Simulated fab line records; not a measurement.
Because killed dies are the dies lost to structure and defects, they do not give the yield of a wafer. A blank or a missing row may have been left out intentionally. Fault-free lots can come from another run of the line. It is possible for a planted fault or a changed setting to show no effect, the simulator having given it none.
fab line records | flow n5-finfet
[record] lots = 5 wafers = 15 last-day = 16
route steps=1938 shown STI_FIN_REVEAL@184
lots with no fault: from the same line, run without faults
start-h: start of the lot's first displayed wafer, in hours after the record's first day | wait-h: hours elapsed since this lot's preceding step | " unchanged from the row above | L1.1+2: a row that stands for several wafers | - value missing, or start not given | * or withheld: withheld | < > ~ a bound
route shown NAME@n: NAME is a module with steps in the file, n the number in the route of the first one | usual: the fault-free wafers' mean and standard deviation | same: alike in all rows | chamber/n: place in a boat | sites: per-site readings | _std_site: how widely they spread, as a standard deviation | _edge_site: inner sites' mean taken away from outer sites' mean | radius-mm: how far each site lies from the wafer's centre | mask NAME#n: copy n | behind: the most recent tool/chamber to have shaped the wafer | hold: the reason the lot was held/the length of the hold in hours/how it ended | device: the transistor (n, p or np) that didn't switch | end of line: the same wafers' tests at the end of the route | step lacking rows: just its recipe | killed: at the first sort, the dies lost to defects and structure; wafer yield is something else | map: a wafer's dies, x killed, . not, _ none there
set.NAME: the setting that was run; set.NAME@STEP: the one run at that earlier step | model.NAME: the simulator's own value behind a step, which no gauge read
lots at some steps of the route; a table a step, a row a wafer
services: from which hour (start-h, from the record's first day; less than 0 if before it) a tool's chamber was out of use, for how many hours, and why
[[steps]]
[step N5_STI_FIN_REVEAL_ALD_14]
[recipe] material = Si3N4 target-thk-a = 30 temp-c = 400 ald-precursor-family = SiH2I2 ald-co-reactant = N2/H2-plasma pressure-torr = 2
[usual] heater-power-w = 820/84
// columns lot.wafer tool chamber start-h wait-h heater-power-w
L085.1 ald-sin-02 0 96.65 0.0 918
L085.2 " 1 " " 1136
L085.5 " 0 " " 968
L086.2 ald-sin-03 2 100.19 0.0 848
L086.5 " 2 " " 809
L086.6 " 1 " " 778
L088.2 ald-sin-01 1 112.24 0.0 800
L088.4 " 0 " " 768
L088.6 " 1 " " 802
L089.1 ald-sin-01 2 118.68 0.0 797
L089.2 " 1 " " 799
L089.3 " 0 " " 788
L092.1 ald-sin-02 0 136.87 0.0 937
L092.3 " 1 " " 1140
L092.4 " 0 " " 971
[step N5_STI_FIN_REVEAL_FCVD_FILL_01]
[recipe] material = SiO2_flowable target-thk-a = 3120 temp-c = 100 pressure-torr = 0.8 rf-w = 2000 time-s = 512.2
[usual] rf-fwd-power-W = 1999/6.1
// columns lot.wafer tool chamber start-h wait-h rf-fwd-power-W
L085.1 fcvd-01 1 96.89 0.1 2005
L085.2 " 0 " " 2004
L085.5 " 1 " " 2010
L086.2 fcvd-01 0 100.62 0.3 2001
L086.5 " 0 " " 1992
L086.6 " 0 " " 1989
L088.2 fcvd-01 0 112.67 0.3 2000
L088.4 " 0 " " 1996
L088.6 " 0 " " 2002
L089.1 fcvd-02 1 118.92 0.1 1993
L089.2 " 0 " " 1997
L089.3 " 1 " " 1994
L092.1 fcvd-02 0 137.11 0.1 1998
L092.3 " 0 " " 1987
L092.4 " 1 " " 2005
[step N5_STI_FIN_REVEAL_DENSIFY_02]
[recipe] temp-c = 650 ambient = steam time-s = 1800 idle-temp-c = 400 densification-p-h2o-torr = 640
[usual] spike-tc-bottom-C = 669/3.1
// columns lot.wafer tool chamber start-h wait-h spike-tc-bottom-C
L085.1 furnace-02 0 97.52 0.4 670
L085.2 " 0 " " 671
L085.5 " 0 " " 671
L086.2 furnace-01 0 101.66 0.8 665
L086.5 " 0 " " 666
L086.6 " 0 " " 665
L088.2 furnace-02 0 113.71 0.8 670
L088.4 " 0 " " 671
L088.6 " 0 " " 671
L089.1 furnace-01 0 119.55 0.4 665
L089.2 " 0 " " 665
L089.3 " 0 " " 664
L092.1 furnace-01 0 137.75 0.4 664
L092.3 " 0 " " 665
L092.4 " 0 " " 665
[step N5_STI_FIN_REVEAL_CMP_04]
[recipe] stop-on = Si3N4 t-overpolish-s = 4 down-force-psi = 2 platen-rpm = 54.18 post-cmp-clean = alkaline-brush pad-velocity-m-s = 1.078 target-thk-nm = 131.83
[usual] motor-current-A = 7.6/0.43 overpolish-run-s = 4.001/0.0083 time-to-endpoint-s = 104/6.6
// columns lot.wafer tool chamber start-h wait-h motor-current-A overpolish-run-s time-to-endpoint-s
L085.1 cmp-02 2 101.69 0.0 7.2 3.992 105
L085.2 " 0 " " 7.2 3.999 98
L085.5 " 3 " " 7.9 4.001 97
L086.2 cmp-02 1 105.83 0.0 8.0 4.005 112
L086.6 " 1 " " 8.2 3.998 115
L086.5 " 2 " " 7.4 3.989 103
L088.2 cmp-02 1 118.01 0.2 8.0 4.008 113
L088.4 " 2 " " 7.2 3.994 99
L088.6 " 2 " " 7.2 4.008 102
L089.3 cmp-03 1 123.75 0.1 7.4 4.000 111
L089.2 " 2 " " 6.9 3.996 102
L089.1 " 3 " " 7.6 4.007 106
L092.3 cmp-02 0 141.95 0.1 8.0 3.993 94
L092.1 " 1 " " 7.9 4.020 110
L092.4 " 2 " " 7.6 4.006 103
[step N5_STI_FIN_REVEAL_THK_MEAS_05]
[usual] thk-nm = 132.0/1.7
// columns lot.wafer tool chamber start-h wait-h thk-nm
L085.1 film-metro-01 - 101.98 - 133.2
L085.2 " - " " 131.0
L085.5 " - " " 129.8
L086.2 film-metro-01 - 106.12 - 133.7
L086.5 " - " " 131.9
L086.6 " - " " 134.0
L088.2 film-metro-02 - 118.31 - 134.9
L088.4 " - " " 132.8
L088.6 " - " " 133.2
L089.1 film-metro-01 - 124.01 - 133.5
L089.2 " - " " 132.1
L089.3 " - " " 135.5
L092.1 film-metro-01 - 142.21 - 133.2
L092.3 " - " " 129.9
L092.4 " - " " 131.1
[step N5_STI_FIN_REVEAL_DENSIFY_30]
[recipe] temp-c = * time-s = * ambient = N2 idle-temp-c = 600 ramp-up-c-per-s = 150 ramp-down-c-per-s = 60 cool-to-c = 600
[usual] lamp-power-pct = 11.53/0.056 wafer_temp_C_max = *
// columns lot.wafer tool chamber start-h wait-h lamp-power-pct wafer_temp_C_max
L085.1 rtp-anneal-02 0 102.01 0.0 11.55 *
L085.2 " 0 " " 11.50 *
L085.5 " 0 " " 11.50 *
L086.2 rtp-anneal-01 0 106.76 0.6 11.47 *
L086.5 " 0 " " 11.48 *
L086.6 " 0 " " 11.58 *
L088.2 rtp-anneal-02 0 118.45 0.1 11.48 *
L088.4 " 0 " " 11.49 *
L088.6 " 0 " " 11.54 *
L089.1 rtp-anneal-02 0 124.11 0.1 11.53 *
L089.2 " 0 " " 11.51 *
L089.3 " 0 " " 11.43 *
L092.1 rtp-anneal-02 0 142.24 0.0 11.54 *
L092.3 " 0 " " 11.56 *
L092.4 " 0 " " 11.58 *
[step N5_STI_FIN_REVEAL_ETCHBACK_08]
[recipe] chemistry = C4F6/O2 target = SiO2 target-depth-a = 305 time-s = 10.167 ion-energy-ev = 250 pressure-mtorr = 30 source-w = 345 bias-w = 185 Ar_flow_sccm = 300 C4F6_flow_sccm = 10 O2_flow_sccm = 10
[usual] bias-w = 185.1/0.59 chamber-pressure-mTorr = 30.000/0.027 drypump-motor-current-A = 5.7/0.58 oes_f_703_au = 0.75/0.061 oes-product-au = 0.75/0.069 rf-fwd-power-W = 341.0/1.6 rf-vpp-V = 674/18 showerhead-plenum-p-Torr = 2.85/0.097 throttle-valve-pct = 21.3/0.32
// columns lot.wafer tool chamber start-h wait-h bias-w chamber-pressure-mTorr drypump-motor-current-A oes_f_703_au oes-product-au rf-fwd-power-W rf-hours-counter-h rf-vpp-V showerhead-plenum-p-Torr throttle-valve-pct
L085.1 rie-diel-06 2 102.22 0.2 184.9 30.001 5.1 0.81 0.82 340.7 58 688 3.04 21.0
L085.2 " 1 " " 185.1 30.005 4.8 0.74 0.72 340.1 182 644 2.81 21.2
L085.5 " 3 " " 184.8 29.978 5.9 0.81 0.83 339.1 - 695 2.87 21.0
L086.2 rie-diel-05 3 106.94 0.2 184.9 30.001 6.4 0.70 0.70 339.8 241 688 2.91 21.3
L086.5 " 3 " " 184.8 30.024 6.3 0.70 0.70 337.9 - 688 2.91 21.3
L086.6 " 2 " " 185.3 29.941 5.3 0.89 0.92 341.6 - 662 2.86 20.5
L088.2 rie-diel-05 3 118.63 0.2 185.0 29.972 6.3 0.70 0.70 339.8 245 687 2.91 21.3
L088.4 " 2 " " 185.1 29.996 5.3 0.88 0.91 340.4 24 661 2.86 20.6
L088.6 " 2 " " 185.6 29.975 5.3 0.89 0.91 341.1 - 662 2.86 20.6
L089.1 rie-diel-06 1 124.33 0.2 186.4 30.019 4.8 0.73 0.71 342.0 190 644 2.81 21.2
L089.2 " 3 " " 184.5 30.024 5.9 0.79 0.83 340.6 73 694 2.87 21.1
L089.3 " 2 " " 185.0 29.966 5.1 0.79 0.81 339.6 66 688 3.04 21.0
L092.1 rie-diel-04 1 142.45 0.2 185.2 30.000 5.9 0.74 0.71 341.1 221 651 2.94 21.9
L092.3 " 3 " " 185.4 30.016 6.2 0.74 0.79 342.5 108 684 2.78 21.6
L092.4 " 1 " " 185.2 29.986 5.9 0.74 0.71 341.2 - 651 2.94 21.9
[step N5_STI_FIN_REVEAL_STRIP_24]
[recipe] chemistry = N2/H2 time-s = 90 power-w = 100 temp-c = 40 pressure-mtorr = 100 rf-frequency-hz = 6e+07 bias-power-w = 3 n2-flow-sccm = 300 h2-flow-sccm = 300
[usual] chamber-pressure-mTorr = 99.99/0.091 drypump-motor-current-A = 5.8/0.59 oes-product-au = 0.75/0.073 rf-vpp-V = 45.3/0.87 showerhead-plenum-p-Torr = 3.38/0.11 throttle-valve-pct = 12.38/0.27
// columns lot.wafer tool chamber start-h wait-h chamber-pressure-mTorr drypump-motor-current-A oes-product-au rf-hours-counter-h rf-vpp-V showerhead-plenum-p-Torr throttle-valve-pct
L085.1 rie-diel-06 2 102.26 0.0 99.83 5.1 0.84 58 46.1 3.58 12.01
L085.2 " 1 " " 100.10 4.8 0.73 182 45.3 3.34 12.30
L085.5 " 3 " " 99.91 5.9 0.86 - 46.1 3.43 12.06
L086.2 rie-diel-05 3 106.98 0.0 99.86 6.3 0.70 241 45.1 3.48 12.54
L086.5 " 3 " " 100.06 6.4 0.71 - 44.6 3.48 12.53
L086.6 " 2 " " 99.95 5.3 0.92 - 46.5 3.44 11.67
L088.2 rie-diel-05 3 118.67 0.0 99.91 6.3 0.69 245 45.3 3.47 12.54
L088.4 " 2 " " 99.92 5.3 0.91 24 45.0 3.43 11.68
L088.6 " 2 " " 99.95 5.3 0.91 - 47.4 3.43 11.67
L089.1 rie-diel-06 1 124.37 0.0 100.15 4.8 0.71 190 45.5 3.34 12.34
L089.2 " 3 " " 99.91 5.9 0.84 73 45.6 3.43 12.09
L089.3 " 2 " " 99.98 5.1 0.81 66 46.9 3.57 11.99
L092.1 rie-diel-04 1 142.48 0.0 100.11 5.9 0.70 221 45.5 3.46 12.73
L092.3 " 3 " " 100.09 6.2 0.79 109 43.8 3.26 12.48
L092.4 " 1 " " 100.05 5.9 0.70 - 45.4 3.46 12.72
[step N5_STI_FIN_REVEAL_PRECLEAN_25]
[recipe] chemistry = SPM time-s = 90 temp-c = 120 mix = 4:1
// columns lot.wafer tool chamber start-h wait-h
L085.1+2+5 wet-bench-06 7,1,6 102.38 0.1
L086.2+5+6 wet-bench-05 3,2,7 107.10 0.1
L088.2+4+6 wet-bench-05 1,7,3 118.79 0.1
L089.1+2+3 wet-bench-05 6,7,0 124.49 0.1
L092.1+3+4 wet-bench-06 6,7,3 142.61 0.1
[step N5_STI_FIN_REVEAL_PRECLEAN_26]
[recipe] chemistry = SC1 time-s = 45 temp-c = 46 mix = 1:2:100
// columns lot.wafer tool chamber start-h wait-h
L085.1+2+5 wet-bench-06 7,1,6 102.41 0.0
L086.2+5+6 wet-bench-05 3,2,7 107.13 0.0
L088.2+4+6 wet-bench-05 1,7,3 118.82 0.0
L089.1+2+3 wet-bench-05 6,7,0 124.52 0.0
L092.1+3+4 wet-bench-06 6,7,3 142.63 0.0
[step N5_STI_FIN_REVEAL_PRECLEAN_29]
[recipe] chemistry = DHF time-s = 30 temp-c = 25 dilution = 300:1
// columns lot.wafer tool chamber start-h wait-h
L085.1+2+5 wet-bench-06 7,1,6 102.42 0.0
L086.2+5+6 wet-bench-05 3,2,7 107.14 0.0
L088.2+4+6 wet-bench-05 1,7,3 118.83 0.0
L089.1+2+3 wet-bench-05 6,7,0 124.53 0.0
L092.1+3+4 wet-bench-06 6,7,3 142.65 0.0
[step N5_STI_FIN_REVEAL_SRD_12]
[recipe] time-s = 30 temp-c = 23 rinse-liquid = diw dry = ipa-marangoni
// columns lot.wafer tool chamber start-h wait-h
L085.1+2+5 wet-bench-06 7,1,6 102.43 0.0
L086.2+5+6 wet-bench-05 3,2,7 107.15 0.0
L088.2+4+6 wet-bench-05 1,7,3 118.84 0.0
L089.1+2+3 wet-bench-05 6,7,0 124.54 0.0
L092.1+3+4 wet-bench-06 6,7,3 142.66 0.0
[step N5_STI_FIN_REVEAL_RECESS_09]
[recipe] chemistry = HF/NH3 target = SiO2 afs-cycles = 11 target-depth-a = 425 temp-c = 30 sublimation-temp-c = 180 sublimation-time-s = 60
[usual] drypump-motor-current-A = 5.9/0.4
[same] afs-cycles = 11
// columns lot.wafer tool chamber start-h wait-h drypump-motor-current-A
L085.1 vapor-etch-01 1 102.47 0.0 5.6
L085.2 " 0 " " 6.1
L085.5 " 0 103.53 1.1 6.1
L086.2 vapor-etch-01 0 107.20 0.0 6.1
L086.5 " 1 108.26 1.1 5.7
L086.6 " 0 " " 6.1
L088.2 vapor-etch-01 0 119.08 0.2 6.1
L088.4 " 1 " " 5.7
L088.6 " 0 " " 6.1
L089.1 vapor-etch-02 1 124.58 0.0 6.5
L089.2 " 0 " " 5.5
L089.3 " 0 " " 5.4
L092.1 vapor-etch-01 0 142.70 0.0 6.1
L092.3 " 0 143.76 1.1 6.0
L092.4 " 0 " " 6.1
[step N5_STI_FIN_REVEAL_STRIP_16]
[recipe] chemistry = H3PO4 material = SiNx temp-c = 165 target-depth-a = 238 overetch-fraction = 0.4964 dry = ipa-marangoni
// columns lot.wafer tool chamber start-h wait-h
L085.1+2+5 wet-bench-06 6,3,5 104.09 1.1
L086.2+5+6 wet-bench-03 0,2,5 108.81 1.1
L088.2+4+6 wet-bench-03 2,4,1 120.70 1.1
L089.1+2+3 wet-bench-06 7,4,2 126.20 1.1
L092.1+3+4 wet-bench-03 7,3,0 145.91 2.7
[step N5_STI_FIN_REVEAL_PRECLEAN_17]
[recipe] chemistry = NF3:NH3 afs-cycles = 1 temp-c = 30 time-s = 20 sublimation-temp-c = 180 sublimation-time-s = 60 pressure-torr = 3 rf-power-w = 30
[same] afs-cycles = 1
// columns lot.wafer tool chamber start-h wait-h
L085.1+2+5 remote-plasma-02 1 104.36 0.0
L086.2+5+6 remote-plasma-02 0 109.13 0.1
L088.2+4+6 remote-plasma-01 1 121.00 0.1
L089.1+2+3 remote-plasma-01 1 126.47 0.0
L092.1+3+4 remote-plasma-02 0 146.18 0.0
[step N5_STI_FIN_REVEAL_ETCH_34]
[recipe] chemistry = H2 mode = isotropic material = Si target = Si target-depth-a = 9.7 temp-c = 20 pressure-mtorr = 4.5 icp-w = 300 bias-w = 0 h2-flow-sccm = 7.5 he-flow-sccm = 142.5
[usual] chamber-pressure-mTorr = 4.500/0.0046 drypump-motor-current-A = 5.59/0.29 he-backside-leak-sccm = 2.72/0.24 oes-product-au = 0.994/0.018 rf-fwd-power-W = 296.9/1.1 throttle-valve-pct = 25.9/0.55
[same] bias-w = 0
// columns lot.wafer tool chamber start-h wait-h chamber-pressure-mTorr drypump-motor-current-A he-backside-leak-sccm oes-product-au rf-fwd-power-W rf-hours-counter-h throttle-valve-pct
L085.1 rie-si-03 3 104.56 0.2 4.503 5.24 2.67 0.965 298.9 58 25.9
L085.2 " 0 " " 4.504 5.31 2.97 0.999 297.4 188 26.9
L085.5 " 0 " " 4.498 5.32 2.93 0.983 298.1 - 26.9
L086.2 rie-si-05 0 109.31 0.1 4.509 5.94 2.92 1.003 296.9 89 26.6
L086.5 " 1 " " 4.500 5.52 2.31 0.984 296.0 - 26.1
L086.6 " 2 " " 4.499 5.59 2.67 0.996 296.6 - 24.9
L088.2 rie-si-05 1 121.17 0.1 4.496 5.57 2.50 0.980 295.2 83 26.1
L088.4 " 2 " " 4.497 5.59 2.88 0.999 295.7 146 24.9
L088.6 " 3 " " 4.495 5.34 2.97 0.966 298.2 - 25.8
L089.1 rie-si-05 1 126.67 0.2 4.506 5.54 2.43 0.981 295.9 83 26.1
L089.2 " 3 " " 4.508 5.36 2.90 0.979 297.7 107 25.9
L089.3 " 0 " " 4.501 5.95 2.87 1.006 298.0 90 26.6
L092.1 rie-si-03 2 146.38 0.2 4.500 5.75 2.38 0.993 297.3 20 25.9
L092.3 " 3 " " 4.499 5.25 2.41 0.977 296.2 59 25.9
L092.4 " 1 " " 4.492 5.98 2.83 0.992 294.5 116 25.8
[step N5_STI_FIN_REVEAL_OXIDATION_31]
[recipe] chemistry = O2_PLASMA_REMOTE temp-c = 150 time-s = 20 pressure-mtorr = 1000 source-power-w = 2000 o2-flow-sccm = 3000
[usual] chamber-pressure-mTorr = 999.9/0.85 drypump-motor-current-A = 5.67/0.052 heater-power-w = 147/9.7 rf-fwd-power-W = 1979/8.2
// columns lot.wafer tool chamber start-h wait-h chamber-pressure-mTorr drypump-motor-current-A heater-power-w rf-fwd-power-W rf-hours-counter-h
L085.1 plasma-asher-01 0 104.62 0.0 999.4 5.62 137 1990 97
L085.2 " 1 " " 1000.5 5.60 142 1985 97
L085.5 " 1 " " 998.3 5.66 139 1975 -
L086.2 plasma-asher-01 1 109.37 0.0 998.9 5.58 143 1986 98
L086.5 " 1 " " 997.5 5.60 141 1991 -
L086.6 " 0 " " 999.9 5.61 136 1979 -
L088.2 plasma-asher-01 1 121.23 0.0 999.7 5.65 140 1977 101
L088.4 " 1 " " 1000.5 5.67 141 1981 -
L088.6 " 0 " " 1000.7 5.64 134 2001 -
L089.1 plasma-asher-01 1 126.79 0.1 1000.9 5.59 137 1968 102
L089.2 " 0 " " 1000.8 5.60 138 1983 102
L089.3 " 1 " " 999.5 5.60 139 1982 -
L092.1 plasma-asher-02 1 146.44 0.0 998.0 5.74 159 1965 45
L092.3 " 1 " " 1000.5 5.73 158 1969 -
L092.4 " 0 " " 999.5 5.71 158 1992 -
[step N5_STI_FIN_REVEAL_PRECLEAN_32]
[recipe] chemistry = NF3:NH3 afs-cycles = 1 temp-c = 30 time-s = 20 sublimation-temp-c = 180 sublimation-time-s = 60 pressure-torr = 3 rf-power-w = 30
[same] afs-cycles = 1
// columns lot.wafer tool chamber start-h wait-h
L085.1+2+5 remote-plasma-02 0 104.71 0.1
L086.2+5+6 remote-plasma-01 0 109.48 0.1
L088.2+4+6 remote-plasma-01 1 121.36 0.1
L089.1+2+3 remote-plasma-02 1 126.87 0.1
L092.1+3+4 remote-plasma-01 0 146.53 0.1
[step N5_STI_FIN_REVEAL_STRIP_35]
[recipe] chemistry = H3PO4 material = Si3N4 temp-c = 165 target-depth-a = 40 time-s = 39
// columns lot.wafer tool chamber start-h wait-h
L085.1+2+5 wet-bench-06 6,4,0 104.92 0.2
L086.2+5+6 wet-bench-06 2,0,5 109.66 0.2
L088.2+4+6 wet-bench-06 5,1,7 121.54 0.2
L089.1+2+3 wet-bench-06 5,1,3 127.08 0.2
L092.1+3+4 wet-bench-06 2,7,0 146.74 0.2
[step N5_STI_FIN_REVEAL_SRD_21]
[recipe] dry = ipa-marangoni time-s = 30 temp-c = 23 rinse-liquid = diw
// columns lot.wafer tool chamber start-h wait-h
L085.1+2+5 wet-bench-06 6,4,0 104.93 0.0
L086.2+5+6 wet-bench-06 2,0,5 109.68 0.0
L088.2+4+6 wet-bench-06 5,1,7 121.55 0.0
L089.1+2+3 wet-bench-06 5,1,3 127.10 0.0
L092.1+3+4 wet-bench-06 2,7,0 146.75 0.0
[step N5_STI_FIN_REVEAL_OXIDATION_33]
[recipe] chemistry = O2_PLASMA_REMOTE temp-c = 150 time-s = 20 pressure-mtorr = 1000 source-power-w = 2000 o2-flow-sccm = 3000
[usual] chamber-pressure-mTorr = 1000.0/0.91 drypump-motor-current-A = 5.67/0.053 heater-power-w = 147/9.6 rf-fwd-power-W = 1979/7.9
// columns lot.wafer tool chamber start-h wait-h chamber-pressure-mTorr drypump-motor-current-A heater-power-w rf-fwd-power-W rf-hours-counter-h
L085.1 plasma-asher-02 0 104.98 0.0 1000.3 5.75 158 1970 40
L085.2 " 1 " " 1000.5 5.72 156 1971 40
L085.5 " 1 " " 1001.1 5.76 160 1973 -
L086.2 plasma-asher-02 1 109.72 0.0 999.6 5.73 159 1981 41
L086.5 " 0 " " 999.4 5.68 159 1977 -
L086.6 " 1 " " 1000.2 5.71 162 1969 -
L088.2 plasma-asher-02 1 121.60 0.0 998.5 5.74 158 1975 43
L088.4 " 0 " " 998.4 5.74 158 1981 -
L088.6 " 0 " " 1000.4 5.72 156 1975 -
L089.1 plasma-asher-01 1 127.14 0.0 1000.1 5.64 143 1991 102
L089.2 " 0 " " 1000.9 5.61 135 1986 102
L089.3 " 1 " " 1000.2 5.62 142 1992 -
L092.1 plasma-asher-02 1 146.79 0.0 1000.6 5.74 156 1968 45
L092.3 " 1 " " 999.9 5.73 158 1970 -
L092.4 " 0 " " 1000.2 5.68 157 1979 -
[[services]]
// columns tool chamber start-h hours kind
ald-sin-01 - 85.43 14.0 pm
ald-sin-01 0 85.43 14.0 vent-cycle
ald-sin-01 1 85.43 14.0 vent-cycle
ald-sin-01 2 85.43 14.0 vent-cycle
ald-sin-01 3 85.43 14.0 vent-cycle
cmp-02 - 88.35 3.7 repair
rie-si-05 0 88.62 8.0 repair
ald-sin-02 3 95.33 2.5 repair
ald-sin-01 0 99.43 - clean
ald-sin-01 1 99.43 - clean
ald-sin-01 2 99.43 - clean
ald-sin-01 3 99.43 - clean
fcvd-01 1 99.52 16.7 repair
rie-si-03 2 99.67 9.3 repair
fcvd-01 - 102.28 2.8 pm
ald-sin-01 - 103.42 0.9 repair
plasma-asher-02 - 126.47 15.6 pm
wet-bench-06 - 131.95 1.9 pm
rie-diel-05 3 133.54 - clean
rie-diel-05 3 133.54 - consumable-replace:focus-ring
rie-diel-05 3 133.54 18.2 scheduled-down
rie-diel-05 3 133.54 18.2 vent-cycle
wet-bench-03 - 135.46 4.0 repair
rie-diel-04 0 138.65 5.3 repair
[[key]]
fault none
